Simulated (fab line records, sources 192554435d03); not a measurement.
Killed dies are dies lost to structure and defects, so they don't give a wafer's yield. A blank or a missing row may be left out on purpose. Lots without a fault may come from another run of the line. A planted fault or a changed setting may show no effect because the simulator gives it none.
Chamber matching | flow n5_finfet | N5_BEOL_M0_CO_CAP_123 on cvd_co-02: 3 sister chambers
The step material Co, precursor CCTBA/H2, target thk 2 nm, time 102.1 s. 30 wafers are shown with their chamber, then 12 later ones without.

WAFERS WITH THEIR CHAMBER
wafer  | chamber | heater_power_w (W) | susceptor_temp_C (C)
L074.2 | 0       | 230                | 199.97
L074.4 | 2       | 222                | 199.96
L074.5 | 0       | 236                | 199.84
L075.1 | 2       | 220                | 200.16
L075.4 | 2       | 225                | 200.06
L075.6 | 0       | 234                | 199.96
L076.2 | 2       | 223                | 200.02
L076.5 | 0       | 237                | 199.86
L076.6 | 2       | 224                | 199.60
L078.1 | 0       | 232                | 200.06
L078.3 | 2       | 220                | 200.04
L078.6 | 1       | 254                | 199.97
L077.1 | 0       | 234                | 199.84
L077.4 | 2       | 222                | 199.99
L077.6 | 1       | 253                | 200.19
L079.1 | 1       | 260                | 199.85
L079.2 | 0       | 235                | 199.91
L079.3 | 2       | 222                | 200.15
L081.1 | 2       | 219                | 200.01
L081.5 | 2       | 218                | 200.17
L081.6 | 0       | 234                | 200.17
L082.1 | 0       | 225                | 200.01
L082.5 | 2       | 221                | 200.15
L082.6 | 1       | 263                | 199.99
L083.2 | 1       | 253                | 199.90
L083.3 | 2       | 224                | 200.04
L083.4 | 1       | 257                | 200.18
L084.1 | 2       | 228                | 199.89
L084.2 | 1       | 259                | 199.93
L084.3 | 0       | 236                | 199.93

SIGNATURES (means of the wafers above)
reading          | chamber 0 | chamber 1 | chamber 2 | scatter within a chamber
heater_power_w   | 233.30    | 257.00    | 222.15    | 3.29
susceptor_temp_C | 199.9550  | 200.0014  | 200.0185  | 0.134
Rule: a wafer's distance from a chamber is the root of the sum, over the readings, of the square of ((its reading less the chamber's mean) divided by the reading's scatter). The wafer belongs to the nearest chamber; if the next one is less than 2 further off, it can't be placed. The scatter: the root of (the sum of the squares of (reading less its chamber's mean) over the shown wafers, divided by (wafers less chambers)).

WAFERS WITHOUT THEIR CHAMBER
wafer  | heater_power_w (W) | susceptor_temp_C (C)
L087.3 | 223                | 200.08
L087.4 | 260                | 199.77
L087.5 | 231                | 200.03
L093.3 | 255                | 200.11
L093.4 | 224                | 199.93
L093.5 | 231                | 200.16
L096.1 | 258                | 200.03
L096.2 | 241                | 199.80
L096.6 | 235                | 200.06
L097.1 | 257                | 200.03
L097.3 | 233                | 199.74
L097.5 | 220                | 200.24

WHICH CHAMBER EACH WENT THROUGH
wafer  | from the rows above     | in truth
L087.3 | 2                       | 2
L087.4 | 1                       | 1
L087.5 | can't be placed: 0 or 2 | 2
L093.3 | 1                       | 1
L093.4 | can't be placed: 2 or 0 | 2
L093.5 | can't be placed: 0 or 2 | 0
L096.1 | 1                       | 1
L096.2 | 0                       | 0
L096.6 | 0                       | 0
L097.1 | 1                       | 1
L097.3 | 0                       | 0
L097.5 | 2                       | 2
Placed correctly: 9 of 12. Can't be placed from these rows: 3 (the true chamber is among the candidates in 3). Placed wrongly: 0.
